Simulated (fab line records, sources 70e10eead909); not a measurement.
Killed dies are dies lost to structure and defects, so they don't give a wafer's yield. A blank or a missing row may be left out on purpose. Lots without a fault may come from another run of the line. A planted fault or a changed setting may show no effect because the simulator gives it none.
Which tool did it? | flow nand_harc | 24 lots, 72 wafers sampled, at 6 steps of a route of 1302

WHAT THE GAUGES READ, wafer by wafer
NHARC_A_BLC_INSPECT_28.
lot  | measured     | on                | raw_defect_count
L076 | day 23 05:26 | defect_inspect-01 | 547 746 497
L074 | day 23 07:15 | defect_inspect-01 | 382 394 617
L075 | day 23 14:24 | defect_inspect-01 | 488 590 463
L077 | day 24 07:29 | defect_inspect-01 | 613 414 700
L078 | day 24 09:23 | defect_inspect-01 | 449 480 585
L079 | day 24 13:28 | defect_inspect-02 | 787 484 509
L082 | day 25 03:40 | defect_inspect-02 | 732 646 561
L080 | day 25 06:46 | defect_inspect-02 | 572 552 476
L081 | day 25 08:00 | defect_inspect-02 | 425 489 501
L083 | day 26 16:47 | defect_inspect-01 | 434 602 431
L084 | day 27 04:26 | defect_inspect-02 | 508 444 631
L086 | day 27 14:54 | defect_inspect-01 | 433 452 504
L085 | day 27 17:58 | defect_inspect-01 | 605 532 541
L087 | day 28 13:42 | defect_inspect-02 | 334 384 489
L089 | day 28 21:15 | defect_inspect-02 | 395 395 436
L088 | day 29 04:44 | defect_inspect-01 | 611 516 498
L090 | day 30 10:28 | defect_inspect-01 | 707 565 479
L091 | day 30 20:48 | defect_inspect-02 | 461 567 483
L092 | day 30 22:21 | defect_inspect-02 | 378 463 450
L093 | day 31 03:31 | defect_inspect-01 | 519 417 668
L094 | day 31 06:53 | defect_inspect-01 | 604 596 655
L095 | day 31 12:22 | defect_inspect-02 | 463 449 444
L096 | day 31 13:04 | defect_inspect-02 | 509 507 419
L097 | day 32 02:14 | defect_inspect-01 | 530 565 432

NHARC_A_M0_INSPECT_11.
lot  | measured     | on                | raw_defect_count
L076 | day 23 06:20 | defect_inspect-02 | 51 53 55
L074 | day 23 08:10 | defect_inspect-01 | 19 18 21
L075 | day 23 15:26 | defect_inspect-01 | 126 114 98
L077 | day 24 08:31 | defect_inspect-01 | 103 114 115
L078 | day 24 10:39 | defect_inspect-02 | 105 124 133
L079 | day 24 14:22 | defect_inspect-02 | 29 30 31
L082 | day 25 04:35 | defect_inspect-02 | 177 150 147
L080 | day 25 07:40 | defect_inspect-02 | 68 64 85
L081 | day 25 08:54 | defect_inspect-02 | 71 74 72
L083 | day 26 17:41 | defect_inspect-02 | 99 71 81
L084 | day 27 05:20 | defect_inspect-02 | 121 132 129
L086 | day 27 15:48 | defect_inspect-01 | 73 95 82
L085 | day 27 18:52 | defect_inspect-01 | 130 120 140
L087 | day 28 14:37 | defect_inspect-01 | 65 79 80
L089 | day 28 22:17 | defect_inspect-01 | 97 101 116
L088 | day 29 05:37 | defect_inspect-02 | 84 64 64
L090 | day 30 11:30 | defect_inspect-02 | 109 112 103
L091 | day 30 21:42 | defect_inspect-02 | 79 77 79
L092 | day 30 23:15 | defect_inspect-01 | 91 99 115
L093 | day 31 04:34 | defect_inspect-01 | 29 17 39
L094 | day 31 07:55 | defect_inspect-01 | 137 111 118
L095 | day 31 13:46 | defect_inspect-02 | 69 78 83
L096 | day 31 14:05 | defect_inspect-01 | 32 22 26
L097 | day 32 03:08 | defect_inspect-02 | 20 19 26

NHARC_A_M0_INSPECT_27.
lot  | measured     | on                | raw_defect_count
L076 | day 23 08:58 | defect_inspect-01 | 537 430 474
L074 | day 23 10:52 | defect_inspect-01 | 523 476 520
L075 | day 23 17:59 | defect_inspect-02 | 730 386 446
L077 | day 24 11:04 | defect_inspect-01 | 610 799 645
L078 | day 24 13:11 | defect_inspect-01 | 627 737 729
L079 | day 24 16:55 | defect_inspect-02 | 344 475 518
L082 | day 25 07:10 | defect_inspect-01 | 465 526 440
L080 | day 25 10:13 | defect_inspect-02 | 578 635 729
L081 | day 25 11:28 | defect_inspect-02 | 475 414 360
L083 | day 26 20:14 | defect_inspect-01 | 408 461 336
L084 | day 27 07:52 | defect_inspect-02 | 533 524 584
L086 | day 27 18:22 | defect_inspect-02 | 542 500 485
L085 | day 27 21:25 | defect_inspect-02 | 425 444 554
L087 | day 28 17:09 | defect_inspect-02 | 353 402 370
L089 | day 29 00:52 | defect_inspect-01 | 567 476 619
L088 | day 29 08:16 | defect_inspect-01 | 335 267 389
L090 | day 30 14:10 | defect_inspect-01 | 719 529 489
L091 | day 31 00:14 | defect_inspect-01 | 366 554 423
L092 | day 31 01:47 | defect_inspect-01 | 443 395 486
L093 | day 31 07:07 | defect_inspect-02 | 474 353 393
L094 | day 31 10:27 | defect_inspect-02 | 663 728 761
L095 | day 31 16:20 | defect_inspect-02 | 582 529 451
L096 | day 31 16:38 | defect_inspect-02 | 441 349 456
L097 | day 32 05:40 | defect_inspect-01 | 368 356 508

NHARC_A_BONDPAD_CD_MEAS_13.
lot  | measured     | on        | cd_nm (nm)
L076 | day 23 15:37 | cd_sem-02 | 498.5 498.3 496.9
L074 | day 23 17:50 | cd_sem-02 | 495.8 497.7 497.9
L075 | day 24 00:41 | cd_sem-03 | 501.5 500.8 506.4
L077 | day 24 17:41 | cd_sem-01 | 497.8 502.9 501.8
L078 | day 24 19:40 | cd_sem-01 | 497.3 501.1 500.9
L079 | day 24 23:47 | cd_sem-03 | 499.0 502.2 502.9
L082 | day 25 13:47 | cd_sem-02 | 501.8 498.3 499.7
L080 | day 25 16:58 | cd_sem-01 | 499.6 498.3 499.7
L081 | day 25 18:17 | cd_sem-03 | 499.6 499.7 499.4
L083 | day 27 03:01 | cd_sem-01 | 499.7 500.7 501.5
L084 | day 27 14:24 | cd_sem-03 | 498.2 498.8 498.7
L086 | day 28 00:42 | cd_sem-03 | 503.0 499.7 501.1
L085 | day 28 04:01 | cd_sem-03 | 499.6 502.4 498.0
L087 | day 28 23:40 | cd_sem-01 | 496.8 497.6 496.7
L089 | day 29 07:24 | cd_sem-01 | 501.2 500.2 498.6
L088 | day 29 14:58 | cd_sem-01 | 500.2 501.9 498.7
L090 | day 30 20:32 | cd_sem-02 | 499.6 500.5 499.2
L091 | day 31 06:38 | cd_sem-03 | 496.2 501.1 498.2
L092 | day 31 08:29 | cd_sem-01 | 500.2 495.5 502.1
L093 | day 31 15:22 | cd_sem-03 | 495.6 498.6 499.9
L094 | day 31 17:13 | cd_sem-02 | 499.4 504.7 500.1
L095 | day 31 23:14 | cd_sem-01 | 500.0 498.8 500.4
L096 | day 31 23:29 | cd_sem-03 | 495.2 498.3 496.6
L097 | day 32 12:20 | cd_sem-01 | 497.6 494.5 498.0

WHICH TOOL RAN EACH LOT (tool, then ch and the chambers of the sampled wafers, then the start)
lot  | NHARC_A_M0_ETCH_15                            | NHARC_A_M1_PRE_CLEAN_30
L076 | rie_diel-11 ch 0,1, day 23 08:58 or earlier   | pvd_sputter-02, day 23 15:37 or earlier
L074 | rie_diel-11 ch 0,2,3, day 23 10:52 or earlier | pvd_sputter-01, day 23 13:33
L075 | rie_diel-05 ch 0,1, day 23 17:59 or earlier   | pvd_sputter-03, day 24 00:41 or earlier
L077 | rie_diel-07 ch 0,2,3, day 24 11:04 or earlier | pvd_sputter-01, day 24 17:41 or earlier
L078 | rie_diel-11 ch 0,1,2, day 24 13:11 or earlier | pvd_sputter-02, day 24 19:40 or earlier
L079 | rie_diel-11 ch 0,2,3, day 24 16:55 or earlier | pvd_sputter-01, day 24 23:47 or earlier
L082 | rie_diel-05 ch 1,2, day 25 07:10 or earlier   | pvd_sputter-02, day 25 13:47 or earlier
L080 | rie_diel-11 ch 0,1,3, day 25 10:13 or earlier | pvd_sputter-03, day 25 16:58 or earlier
L081 | rie_diel-11 ch 0,1, day 25 11:28 or earlier   | pvd_sputter-03, day 25 18:17 or earlier
L083 | rie_diel-07 ch 1,2,3, day 26 20:14 or earlier | pvd_sputter-01, day 27 03:01 or earlier
L084 | rie_diel-07 ch 0,2,3, day 27 07:52 or earlier | pvd_sputter-01, day 27 14:24 or earlier
L086 | rie_diel-07 ch 0,1,2, day 27 18:22 or earlier | pvd_sputter-03, day 28 00:42 or earlier
L085 | rie_diel-05 ch 1,2,3, day 27 21:25 or earlier | pvd_sputter-01, day 28 04:01 or earlier
L087 | rie_diel-05 ch 0,1,2, day 28 17:09 or earlier | pvd_sputter-03, day 28 23:40 or earlier
L089 | rie_diel-11 ch 1,2,3, day 29 00:52 or earlier | pvd_sputter-01, day 29 07:24 or earlier
L088 | rie_diel-05 ch 0,2,3, day 29 08:16 or earlier | pvd_sputter-03, day 29 14:58 or earlier
L090 | rie_diel-07 ch 0, day 30 11:50                | pvd_sputter-01, day 30 20:32 or earlier
L091 | rie_diel-05 ch 1,2,3, day 31 00:14 or earlier | pvd_sputter-01, day 31 06:38 or earlier
L092 | rie_diel-05 ch 1,2,3, day 31 01:47 or earlier | pvd_sputter-03, day 31 08:29 or earlier
L093 | rie_diel-11 ch 0,1,3, day 31 07:07 or earlier | pvd_sputter-01, day 31 15:22 or earlier
L094 | rie_diel-11 ch 0,1,3, day 31 10:27 or earlier | pvd_sputter-01, day 31 17:13 or earlier
L095 | rie_diel-07 ch 2,3, day 31 16:20 or earlier   | pvd_sputter-01, day 31 23:14 or earlier
L096 | rie_diel-11 ch 0,1,2, day 31 16:38 or earlier | pvd_sputter-02, day 31 23:29 or earlier
L097 | rie_diel-11 ch 0,3, day 32 05:40 or earlier   | pvd_sputter-01, day 32 12:20 or earlier
- NHARC_A_M0_ETCH_15: etches the open film in C4F8/Ar, target depth 150 nm, overetch 15 nm, time 82.5 s.
- NHARC_A_M1_PRE_CLEAN_30: time 30 s.

WHAT THE TOOLS THEMSELVES READ (means of the sampled wafers that have a number; where no wafer has one, the mark that the record gives instead)
NHARC_A_M0_ETCH_15.
lot  | tool        | oes_product_au (a.u.) | rf_vpp_V (V)
L076 | rie_diel-11 | 0.926                 | 441.0
L074 | rie_diel-11 | 0.979                 | 440.5
L075 | rie_diel-05 | 0.928                 | 442.8
L077 | rie_diel-07 | 0.925                 | 440.2
L078 | rie_diel-11 | 0.962                 | 439.5
L079 | rie_diel-11 | 0.925                 | 440.5
L082 | rie_diel-05 | 0.947                 | 438.9
L080 | rie_diel-11 | 0.916                 | 440.7
L081 | rie_diel-11 | 0.928                 | 439.3
L083 | rie_diel-07 | 0.962                 | 439.5
L084 | rie_diel-07 | 0.924                 | 440.5
L086 | rie_diel-07 | 0.912                 | 439.0
L085 | rie_diel-05 | 0.917                 | 441.1
L087 | rie_diel-05 | 0.969                 | 440.7
L089 | rie_diel-11 | 0.982                 | 437.8
L088 | rie_diel-05 | 0.919                 | 440.2
L090 | rie_diel-07 | 0.928                 | 437.7
L091 | rie_diel-05 | 0.951                 | 440.3
L092 | rie_diel-05 | 0.954                 | 439.7
L093 | rie_diel-11 | 0.935                 | 440.7
L094 | rie_diel-11 | 0.933                 | 439.1
L095 | rie_diel-07 | 0.920                 | 440.4
L096 | rie_diel-11 | 0.946                 | 440.0
L097 | rie_diel-11 | 0.939                 | 441.0

NHARC_A_M1_PRE_CLEAN_30.
lot  | tool           | heater_power_w (W)
L076 | pvd_sputter-02 | 432
L074 | pvd_sputter-01 | 380
L075 | pvd_sputter-03 | 440
L077 | pvd_sputter-01 | 366
L078 | pvd_sputter-02 | 476
L079 | pvd_sputter-01 | 412
L082 | pvd_sputter-02 | 443
L080 | pvd_sputter-03 | 403
L081 | pvd_sputter-03 | 408
L083 | pvd_sputter-01 | 363
L084 | pvd_sputter-01 | 395
L086 | pvd_sputter-03 | 403
L085 | pvd_sputter-01 | 389
L087 | pvd_sputter-03 | 421
L089 | pvd_sputter-01 | 355
L088 | pvd_sputter-03 | 425
L090 | pvd_sputter-01 | 393
L091 | pvd_sputter-01 | 391
L092 | pvd_sputter-03 | 431
L093 | pvd_sputter-01 | 405
L094 | pvd_sputter-01 | 392
L095 | pvd_sputter-01 | 431
L096 | pvd_sputter-02 | 468
L097 | pvd_sputter-01 | 374

THE ANSWER, worked out from the rows above alone
Rule: what is usual is taken from the lots themselves. Put in order of their means at a reading, lots are off if they are a third of the lots or fewer, leave a main group of 4 or more, and stand apart from it by a gap of 3 or more times the standard deviation of the main group's means; of several such gaps the widest counts. A main group whose means are all the same, to the digits that the tables above print for the reading, isn't used. A lot without any number at a reading at which 4 lots or more have one is off too. The other lots that the step has rows for count as sound. The gauges are gone through in route order, then the tools' own readings, and for those a lot's mean is taken as printed above. The first step at which some lot is off is used, and at that step the reading that is off furthest; a lot without a number counts as furthest.
No lot is off at any reading shown: from this, nothing can be told.

WHAT THE SIMULATOR HAD PUT IN
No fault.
